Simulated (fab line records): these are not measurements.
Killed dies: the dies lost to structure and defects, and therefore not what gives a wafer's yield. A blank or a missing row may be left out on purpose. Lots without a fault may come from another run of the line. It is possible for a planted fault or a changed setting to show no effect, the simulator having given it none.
Chamber matching -- flow nand harc -- NHARC_A_DECK1_JOINT_CMP_13 on cmp-03 has 4 sister chambers
The step polishes, target thk 51.023 nm. 4 wafers are shown with their chamber, then 10 later ones without.

WAFERS WITH THEIR CHAMBER
wafer,chamber,motor current A (A)
L079.4,0,12.2
L080.6,1,9.8
L088.2,3,11.2
L088.5,2,11.7

WAFERS WHOSE CHAMBER IS MISSING
wafer,motor current A (A)
L088.6,10.4
L090.2,12.2
L090.4,10.2
L090.5,11.2
L092.2,11.6
L092.4,10.0
L092.6,10.5
L095.1,12.4
L095.2,11.4
L095.6,12.9

EACH ONE'S CHAMBER
wafer,from the rows above,in truth
L088.6,can't be placed: 1 or 3 or 2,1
L090.2,can't be placed: 0 or 2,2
L090.4,can't be placed: 1 or 3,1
L090.5,can't be placed: 3 or 2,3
L092.2,can't be placed: 2 or 3 or 0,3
L092.4,1,1
L092.6,can't be placed: 1 or 3 or 2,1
L095.1,can't be placed: 0 or 2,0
L095.2,can't be placed: 3 or 2 or 0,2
L095.6,can't be placed: 0 or 2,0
Correctly placed: 1 of 10. From these rows, 9 cannot be placed; in 9 the true chamber is one of the candidates. Number placed wrongly: 0.
How it was worked out, from the rows above alone: a wafer's distance from a chamber is the root of the sum, over the readings, of the square of ((its reading less the chamber's mean) divided by the reading's scatter). The wafer belongs to the nearest chamber; if the next one is less than 2 further off, it can't be placed. Each chamber's mean is taken over the wafers shown for it. The scatter: root of mean squared gap, hidden wafer to nearest shown wafer, with one shown wafer a chamber.
